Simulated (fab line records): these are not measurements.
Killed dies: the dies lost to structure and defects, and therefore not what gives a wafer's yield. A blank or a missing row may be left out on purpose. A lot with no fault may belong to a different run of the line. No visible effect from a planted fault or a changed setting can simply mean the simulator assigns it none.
A struck lot beside a sound one ; flow n5_finfet ; 15 out of 1938 route steps
Sound: the wafers L273.3, L273.5, L273.6. Struck: wafers L266.1, L266.2, L266.6. Last of all comes the cause.
Each step with rows lists, per side, the tool, then ch with its chambers, then its first start. Under that, the readings that differ: sound wafers ; struck wafers ; difference of the means ; sigmas: that difference in standard deviations of wafers without a fault.
alike: readings with means less than 2 such deviations apart, plus words and numbers identical on both sides. not compared: withheld readings, readings lacking a value on some wafer, bounds such as >300 that could conceal the same value, and numbers that have no deviation in the record and whose values overlap.
A row with sigmas, a row that says differs or no value, or rows on one side alone: a step with any of these is where the two part. Non-overlapping numbers with no deviation appear without sigmas and do not part them. A reading missing from all wafers of one side parts the sides only when that side holds two or more wafers.

N5_BEOL_M8_CURE_75: cures SiCOH lowk, time 120 s.
  sound on uv_cure-02 ch 1, day 12 11:31; struck on uv_cure-02 ch 1, day 10 09:41
  alike: lamp_power_pct, wafer_temp_C_max
then, 1 step without rows for these wafers: N5_BEOL_M8_DEGAS_44 (time 60 s).
N5_BEOL_M8_PRE_CLEAN_45: time 30 s.
  sound: pvd_sputter-03 at day 12 11:48; struck: pvd_sputter-02 at day 10 10:04
  alike: heater_power_w, susceptor_temp_C
N5_BEOL_M8_ALD_77: deposits TaN, target thk 2 nm, pulse time 2 s, purge time 3 s.
  sound on ald_metal-02 ch 0,1,3, day 12 11:53; struck on ald_metal-01 ch 1,2, day 10 10:08
  alike: heater_power_w, susceptor_temp_C
N5_BEOL_M8_SURFACE_TREAT_79:
  sound: pvd_sputter-02 at day 12 12:14; struck: pvd_sputter-02 at day 10 10:28
  not compared: throttle_valve_pct
then, 4 steps without rows for these wafers: N5_BEOL_M8_CVD_78 (deposits Co from CCTBA/H2, target thk 2 nm, time 142.3 s); N5_BEOL_M8_SPUTTER_48 (material Cu, target thk 10 nm, time 1.667 s); N5_BEOL_M8_ECD_50 (material Cu, target thk 300 nm); N5_BEOL_M8_ANNEAL_51 (time 90 s).
N5_BEOL_M8_CMP_52: polishes, stops on SiCOH lowk, t overpolish 6.9 s, target thk 80 nm.
  sound on cmp-02 ch 0,2,3, day 12 13:37; struck on cmp-03 ch 0,1,3, day 10 12:33
  alike: barrier_field_endpoint_s, motor_current_A, overpolish_run_s, slurry_flow_ml_min, time_to_endpoint_s
  not compared: pad_life_wafers
N5_BEOL_M8_THK_MEAS_53: measures by xrf.
  sound: film_metro-01 at day 12 13:50; struck: film_metro-02 at day 10 12:46
  alike: M8_THK
then, 1 step without rows for these wafers: N5_BEOL_M8_PRE_CLEAN_55 (time 15 s).
N5_BEOL_M8_DEP_56: deposits SiCN from 3MS/NH3, target thk 10 nm, time 17.5 s.
  sound on pecvd-03 ch 1,2, day 12 13:54; struck on pecvd-02 ch 0,1, day 10 13:04
  alike: showerhead_plenum_p_Torr, throttle_valve_pct
N5_BEOL_M8_RS_MEAS_57: measures by four-point-probe.
  sound: film_metro-02 at day 12 13:58; struck: film_metro-02 at day 10 13:09
reading;sound;struck;difference;sigmas
M8_RS (ohm/sq);0.305 0.301 0.305;0.277 0.286 0.288;-0.020;-2
N5_PASSIVATION_PROBE_49:
  the record has rows for the sound wafers here (prober-01, day 15 01:36) and none for the struck ones

== WHERE THEY PART ==
First at N5_BEOL_M8_RS_MEAS_57; last, within this record, at N5_PASSIVATION_PROBE_49.

WHY: whatever the simulator had introduced
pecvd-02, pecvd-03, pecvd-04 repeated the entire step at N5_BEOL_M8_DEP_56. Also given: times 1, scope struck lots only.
